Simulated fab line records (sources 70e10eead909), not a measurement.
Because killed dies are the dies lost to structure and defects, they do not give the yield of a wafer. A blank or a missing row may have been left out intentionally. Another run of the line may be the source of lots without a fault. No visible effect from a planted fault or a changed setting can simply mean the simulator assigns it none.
Struck lot and sound lot, side by side -- flow nand harc -- 37 out of 1302 route steps
Sound: the wafers L757.3, L757.4, L757.6. Wafers struck: L759.2, L759.3, L759.4. Last of all comes the cause.
For every step that has rows: the tool of each side, followed by ch and its chambers, followed by its first start. Under that, the readings that differ: sound wafers -- struck wafers -- difference of the means -- sigmas: that difference in standard deviations of wafers without a fault.
alike: a reading whose means differ by less than 2 such deviations, as well as words and numbers matching on both sides. not compared: withheld readings; readings where some wafer has no value; bounds like >300 that might hide an equal value; numbers whose values overlap and for which the record gives no deviation.
The two part at a step that has a row with sigmas, a row that says differs or no value, or rows on one side only. When numbers do not overlap yet have no deviation, they are printed without sigmas and do not part them. A reading that every wafer of one side lacks parts them only if that side has two wafers or more.

NHARC_A_ONON_D1_INSPECT_32:
  sound on defect inspect-01, day 8 19:40; struck on defect inspect-02, day 9 18:22
  alike: raw defect count
then, 10 steps without rows for these wafers: NHARC_A_CHANNEL_HOLE_D1_DEP_00 (deposits aC, target thk 3100 nm); NHARC_A_CHANNEL_HOLE_D1_DEP_01 (deposits SiON, target thk 140 nm); NHARC_A_CHANNEL_HOLE_D1_DEHYDRATE_02 (time 120 s); NHARC_A_CHANNEL_HOLE_D1_HMDS_03 (time 30 s); NHARC_A_CHANNEL_HOLE_D1_COAT_36 (time 75 s); NHARC_A_CHANNEL_HOLE_D1_COAT_37 (time 65 s); NHARC_A_CHANNEL_HOLE_D1_COAT_04 (resist thk 90 nm); NHARC_A_CHANNEL_HOLE_D1_SOFTBAKE_05 (time 55 s); NHARC_A_CHANNEL_HOLE_D1_EBR_06; NHARC_A_CHANNEL_HOLE_D1_EXPOSE_07 (exposes mask HOLE D1, target cd 100 nm).
NHARC_A_CHANNEL_HOLE_D1_PEB_08: peb time 65 s.
  sound on litho track-06 ch 0, day 8 22:09; struck on litho track-06 ch 0, day 9 21:01
  alike: resist line temp C
then, 1 step without rows for these wafers: NHARC_A_CHANNEL_HOLE_D1_DEVELOP_09 (develop time 35 s).
NHARC_A_CHANNEL_HOLE_D1_CD_MEAS_10: the cd target is 100 nm.
  sound on cd sem-02 ch 0, day 8 22:14; struck on cd sem-01 ch 0, day 9 21:05
reading,sound,struck,difference,sigmas
cd nm (nm),100.3 100.4 99.5,102.2 102.3 102.4,+2.2,+4
NHARC_A_CHANNEL_HOLE_D1_OVL_MEAS_11:
  sound on overlay-02, day 8 22:19; struck on overlay-02, day 9 21:11
  alike: overlay x nm, overlay y nm
NHARC_A_CHANNEL_HOLE_D1_INSPECT_12:
  sound on defect inspect-02, day 8 22:22; struck on defect inspect-01, day 9 21:13
  alike: raw defect count
NHARC_A_CHANNEL_HOLE_D1_DESCUM_15: chemistry O2, time 3 s.
  sound on rie diel-10 ch 2,3, day 8 22:26; struck on rie diel-02 ch 0,1,2, day 9 21:17
reading,sound,struck,difference,sigmas
model.A_CHANNEL_HOLE_D1.cd nm (nm),100.6 100.6 99.23,102.2 103 103.6,+2.8,
  alike: drypump motor current A, oes product au, rf vpp V, showerhead plenum p Torr, throttle valve pct
  not compared: rf hours counter h
then, 3 steps without rows for these wafers: NHARC_A_CHANNEL_HOLE_D1_ETCH_38 (etches the open film in CF4, target depth 39 nm, time 65 s); NHARC_A_CHANNEL_HOLE_D1_ETCH_39 (etches the open film in N2/H2, target depth 260 nm, time 325 s); NHARC_A_CHANNEL_HOLE_D1_ETCH_34 (etches the open film in CF4/CHF3, target depth 154 nm, time 77 s).
NHARC_A_CHANNEL_HOLE_D1_ETCH_16: etches the open film in O2/COS, target depth 3100 nm, time 806 s.
  sound on rie diel-10 ch 2,3; struck on rie diel-02 ch 0,1,2
  alike: drypump motor current A, oes product au, rf fwd power W, rf vpp V, showerhead plenum p Torr, throttle valve pct
  not compared: rf hours counter h
NHARC_A_CHANNEL_HOLE_D1_CD_MEAS_18:
  sound on cd sem-01, day 8 23:44; struck on cd sem-02, day 9 22:23
  alike: cd nm
then, 2 steps without rows for these wafers: NHARC_A_CHANNEL_HOLE_D1_ETCH_19 (etches the open film in C4F8/O2/Ar, time 34.5 s); NHARC_A_CHANNEL_HOLE_D1_ETCH_20 (etches the open film in C4F8/O2/Ar, time 361.9 s, target depth 1600 nm).
NHARC_A_CHANNEL_HOLE_D1_ETCH_21: etches the open film in C4F8/O2/Ar, time 514.3 s, target depth 1600 nm.
  sound on har etch-01 ch 0,1, day 9 00:23; struck on har etch-01 ch 0,1, day 9 22:53
  alike: drypump motor current A, showerhead plenum p Torr, throttle valve pct
  not compared: rf hours counter h
NHARC_A_CHANNEL_HOLE_D1_ETCH_22: etches the open film in C4F8/O2/Ar, time 666.7 s, target depth 1600 nm.
  sound on har etch-01 ch 0,1, day 9 00:52; struck on har etch-01 ch 0,1, day 9 23:20
  alike: drypump motor current A, showerhead plenum p Torr, throttle valve pct
  not compared: rf hours counter h
then, 1 step without rows for these wafers: NHARC_A_CHANNEL_HOLE_D1_ETCH_23 (etches the open film in C4F8/O2/Ar, time 819 s, target depth 1600 nm).
NHARC_A_CHANNEL_HOLE_D1_ETCH_24: etches the open film in C4F8/O2/Ar, time 906.2 s, target depth 1500 nm.
  sound on har etch-01 ch 0,1, day 9 02:12; struck on har etch-01 ch 0,1, day 10 00:36
reading,sound,struck,difference,sigmas
throttle valve pct (%),32.242 32.248 32.257,32.221 32.231 32.230,-0.022,-2
  alike: drypump motor current A, showerhead plenum p Torr
  not compared: rf hours counter h
then, 1 step without rows for these wafers: NHARC_A_CHANNEL_HOLE_D1_ETCH_25 (etches the open film in C4F8/O2/Ar, time 1040.2 s, target depth 1500 nm).
NHARC_A_CHANNEL_HOLE_D1_ETCH_26: etches the open film in C4F8/O2/Ar, time 224.1 s, target depth 300 nm.
  sound on har etch-01 ch 0,1, day 9 03:40; struck on har etch-01 ch 0,1, day 10 02:14
  alike: drypump motor current A, showerhead plenum p Torr, throttle valve pct
  not compared: rf hours counter h
then, 4 steps without rows for these wafers: NHARC_A_CHANNEL_HOLE_D1_ETCH_33 (etches the open film in C4F8/O2/Ar, time 90 s, target depth 400 nm); NHARC_A_CHANNEL_HOLE_D1_STRIP_41 (strips in N2/H2); NHARC_A_CHANNEL_HOLE_D1_STRIP_42 (strips in CF4/CHF3); NHARC_A_CHANNEL_HOLE_D1_STRIP_43 (strips in O2/COS).
NHARC_A_CHANNEL_HOLE_D1_ETCH_44: etches the open film in CF4/O2, target depth 140 nm, overetch 14 nm, time 77 s.
  sound on rie diel-09 ch 0,2,3, day 9 04:34; struck on rie diel-10 ch 0,1,2, day 10 03:11
reading,sound,struck,difference,sigmas
model.A_CHANNEL_HOLE_D1.cd nm (nm),90.15 91.63 90.43,93.71 94.07 92.97,+2.85,
  alike: drypump motor current A, oes product au, rf fwd power W, rf vpp V, showerhead plenum p Torr, throttle valve pct
  not compared: rf hours counter h
then, 1 step without rows for these wafers: NHARC_A_CHANNEL_HOLE_D1_STRIP_27 (strips in O2).
-- the record jumps here: 16 days lie between the struck wafers' starts before and after (it left off in module A_CHANNEL_HOLE_D1 and takes up again in module END, whose first step shown is number 1302 of the route) --
NHARC_END_SORT_01:
  at this point the record logs the struck wafers (prober-01 ch 0, day 26 04:44) and has no rows for the sound ones

WHERE THEY PART
First at NHARC_A_CHANNEL_HOLE_D1_CD_MEAS_10; last, within this record, at NHARC_END_SORT_01.

WHY: what the simulator had put in
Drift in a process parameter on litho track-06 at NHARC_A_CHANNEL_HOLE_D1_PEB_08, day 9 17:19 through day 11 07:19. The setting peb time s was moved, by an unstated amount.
